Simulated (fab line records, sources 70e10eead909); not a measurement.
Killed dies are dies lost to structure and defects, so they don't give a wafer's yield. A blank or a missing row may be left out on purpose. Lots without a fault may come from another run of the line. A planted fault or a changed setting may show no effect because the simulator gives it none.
Chamber matching | flow nand_harc | NHARC_A_STAIRCASE_DESCUM_186 on rie_diel-07: 4 sister chambers
The step chemistry O2, time 3 s. 27 wafers are shown with their chamber, then 12 later ones without.

WAFERS WITH THEIR CHAMBER
wafer  | chamber | showerhead_plenum_p_Torr (Torr) | drypump_motor_current_A (A) | oes_product_au (a.u.)
L077.4 | 0       | 1.84                            | 6.6                         | 1.006
L077.5 | 3       | 1.96                            | 6.4                         | 1.011
L077.6 | 0       | 1.84                            | 6.5                         | 1.014
L076.1 | 3       | 1.96                            | 6.4                         | 1.015
L076.4 | 2       | 2.00                            | 5.7                         | 1.002
L076.6 | 0       | 1.84                            | 6.6                         | 1.006
L081.1 | 0       | 1.83                            | 6.6                         | 1.013
L081.4 | 1       | 1.80                            | 5.7                         | 1.018
L081.5 | 0       | 1.84                            | 6.5                         | 1.014
L081.2 | 3       | 1.95                            | 6.4                         | 1.003
L081.3 | 2       | 2.00                            | 5.7                         | 1.000
L081.6 | 1       | 1.80                            | 5.7                         | 1.013
L085.2 | 1       | 1.80                            | 5.8                         | 1.035
L085.4 | 2       | 2.00                            | 5.8                         | 1.002
L085.6 | 2       | 2.00                            | 5.8                         | 1.005
L090.1 | 1       | 1.79                            | 5.8                         | 1.017
L090.2 | 2       | 1.99                            | 5.8                         | 0.998
L090.5 | 3       | 1.95                            | 6.4                         | 1.009
L088.1 | 0       | 1.83                            | 6.5                         | 1.001
L088.3 | 3       | 1.95                            | 6.4                         | 1.013
L088.6 | 0       | 1.83                            | 6.5                         | 1.010
L088.2 | 1       | 1.79                            | 5.8                         | 1.007
L088.4 | 3       | 1.95                            | 6.3                         | 0.993
L088.5 | 1       | 1.79                            | 5.8                         | 1.011
L093.3 | 0       | 1.83                            | 6.5                         | 1.019
L093.5 | 3       | 1.95                            | 6.4                         | 1.010
L093.6 | 0       | 1.83                            | 6.6                         | 1.014

SIGNATURES (means of the wafers above)
reading                  | chamber 0 | chamber 1 | chamber 2 | chamber 3 | scatter within a chamber
showerhead_plenum_p_Torr | 1.8344    | 1.7950    | 1.9980    | 1.9529    | 0.00509
drypump_motor_current_A  | 6.544     | 5.767     | 5.760     | 6.386     | 0.0494
oes_product_au           | 1.01078   | 1.01683   | 1.00140   | 1.00771   | 0.00687
Rule: a wafer's distance from a chamber is the root of the sum, over the readings, of the square of ((its reading less the chamber's mean) divided by the reading's scatter). The wafer belongs to the nearest chamber; if the next one is less than 2 further off, it can't be placed. The scatter: the root of (the sum of the squares of (reading less its chamber's mean) over the shown wafers, divided by (wafers less chambers)).

WAFERS WITHOUT THEIR CHAMBER
wafer  | showerhead_plenum_p_Torr (Torr) | drypump_motor_current_A (A) | oes_product_au (a.u.)
L092.3 | 1.79                            | 5.7                         | 1.009
L092.4 | 1.95                            | 6.4                         | 1.006
L092.6 | 1.79                            | 5.7                         | 1.002
L096.3 | 1.99                            | 5.8                         | 1.019
L096.4 | 1.79                            | 5.7                         | 1.007
L096.5 | 1.99                            | 5.8                         | 1.001
L096.1 | 1.94                            | 6.3                         | 0.999
L096.2 | 1.82                            | 6.5                         | 1.014
L096.6 | 1.94                            | 6.3                         | 0.998
L097.3 | 1.94                            | 6.4                         | 1.013
L097.5 | 1.82                            | 6.5                         | 1.015
L097.6 | 1.79                            | 5.8                         | 1.005

WHICH CHAMBER EACH WENT THROUGH
wafer  | from the rows above | in truth
L092.3 | 1                   | 1
L092.4 | 3                   | 3
L092.6 | 1                   | 1
L096.3 | 2                   | 2
L096.4 | 1                   | 1
L096.5 | 2                   | 2
L096.1 | 3                   | 3
L096.2 | 0                   | 0
L096.6 | 3                   | 3
L097.3 | 3                   | 3
L097.5 | 0                   | 0
L097.6 | 1                   | 1
Placed correctly: 12 of 12. Can't be placed from these rows: 0. Placed wrongly: 0.
